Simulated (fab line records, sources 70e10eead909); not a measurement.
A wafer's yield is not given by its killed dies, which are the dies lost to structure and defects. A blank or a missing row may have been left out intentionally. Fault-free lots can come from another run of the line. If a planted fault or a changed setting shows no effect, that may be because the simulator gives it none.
A lot that was struck, set against a sound lot | flow nandHarc | 15 out of 1302 route steps
Sound: wafers L565.2, L565.3, L565.4. Wafers L572.3, L572.4, L572.6 were the ones struck. Last of all comes the cause.
Each step with rows lists, per side, the tool, then ch with its chambers, then its first start. Under that, the readings that differ: sound wafers | struck wafers | difference of the means | sigmas: that difference in standard deviations of wafers without a fault.
alike: same words and numbers on both sides, and readings whose means sit less than 2 such deviations apart. not compared: any withheld reading, any reading some wafer has no value for, any bound like >300 that may hide the same value, and any number with overlapping values for which the record gives no deviation.
Wherever a step has rows on one side only, a row that says differs or no value, or a row with sigmas, the two part there. When numbers do not overlap yet have no deviation, they are printed without sigmas and do not part them. A reading missing from all wafers of one side parts the sides only when that side holds two or more wafers.

first, 4 steps without rows for these wafers: NHARC_A_BONDPAD_EBR_05; NHARC_A_BONDPAD_EXPOSE_06 (exposes mask A BPAD); NHARC_A_BONDPAD_PEB_07 (peb time 80 s); NHARC_A_BONDPAD_DEVELOP_08 (time 50 s).
NHARC_A_BONDPAD_CD_MEAS_09 targets a cd of 500 nm.
  sound on cdSem-03 ch 0, day 24 02:04; struck on cdSem-02 ch 0, day 28 01:11
  alike: cdNm
NHARC_A_BONDPAD_OVL_MEAS_35:
  sound: overlay-02 at day 24 02:10; struck: overlay-02 at day 28 01:16
  alike: overlayXNm, overlayYNm
then, 1 step without rows for these wafers: NHARC_A_BONDPAD_HARDBAKE_10 (time 65 s).
NHARC_A_BONDPAD_DESCUM_11: chemistry O2, time 3 s.
  sound on rieDiel-08 ch 1,2,3, day 24 02:17; struck on rieDiel-08 ch 0,2,3, day 28 01:25
  alike: drypumpMotorCurrentA, mfcArSccm, oesProductAu, rfVppV, showerheadPlenumPTorr, throttleValvePct
  not compared: rfHoursCounterH
NHARC_A_BONDPAD_ETCH_34: etches the open film in N2/H2, target depth 60 nm, overetch 18 nm, time 65.91 s.
  sound on rieDiel-08 ch 0,1,3, day 24 02:22; struck on rieDiel-08 ch 0,1,2, day 28 01:29
  alike: biasW, chamberPressureMTorr, drypumpMotorCurrentA, mfcArSccm, oesProductAu, rfVppV, showerheadPlenumPTorr, throttleValvePct
  not compared: rfHoursCounterH
NHARC_A_BONDPAD_ETCH_12: etches the open film in CHF3/O2, target depth 220 nm, time 110 s.
  sound on rieDiel-08 ch 1,2,3; struck on rieDiel-08 ch 0,1
  alike: biasW, chamberPressureMTorr, drypumpMotorCurrentA, mfcArSccm, oesProductAu, rfVppV, showerheadPlenumPTorr, throttleValvePct
  not compared: rfHoursCounterH
NHARC_A_BONDPAD_CD_MEAS_13:
  sound: cdSem-02 at day 24 02:37; struck: cdSem-03 at day 28 01:43
  alike: cdNm
NHARC_A_BONDPAD_STRIP_15: strips in O2.
  sound on rieDiel-08 ch 1,2,3, day 24 02:41; struck on rieDiel-08 ch 0,2,3, day 28 01:49
reading              | sound                | struck               | difference | sigmas
throttleValvePct (%) | 17.056 17.036 17.065 | 17.019 17.039 17.015 | -0.028     | -3
  alike: drypumpMotorCurrentA, mfcArSccm, oesProductAu, rfVppV, showerheadPlenumPTorr
  not compared: rfHoursCounterH
NHARC_A_BONDPAD_ETCH_24: etches the open film in CF4/N2, target depth 30 nm, time 72.99 s.
  sound on rieDiel-08 ch 0,1,2, day 24 02:50; struck on rieDiel-08 ch 1,2,3, day 28 01:57
  no value came back on the struck wafers for any of 9 readings (biasW (W), cf4FlowSccm (sccm) and others); on the sound wafers biasW (W) reads 99.72 99.69 99.76
then, 1 step without rows for these wafers: NHARC_A_BONDPAD_STRIP_16 (strips in post etch residue remover, time 600 s).
NHARC_END_SORT_01:
  only the struck wafers appear in the record here, on prober-01 ch 0 at day 29 16:17; the sound ones have no rows

## WHERE THEY PART
Last at NHARC_END_SORT_01 as far as this record goes, first at NHARC_A_BONDPAD_STRIP_15.

WHY: the cause the simulator had injected
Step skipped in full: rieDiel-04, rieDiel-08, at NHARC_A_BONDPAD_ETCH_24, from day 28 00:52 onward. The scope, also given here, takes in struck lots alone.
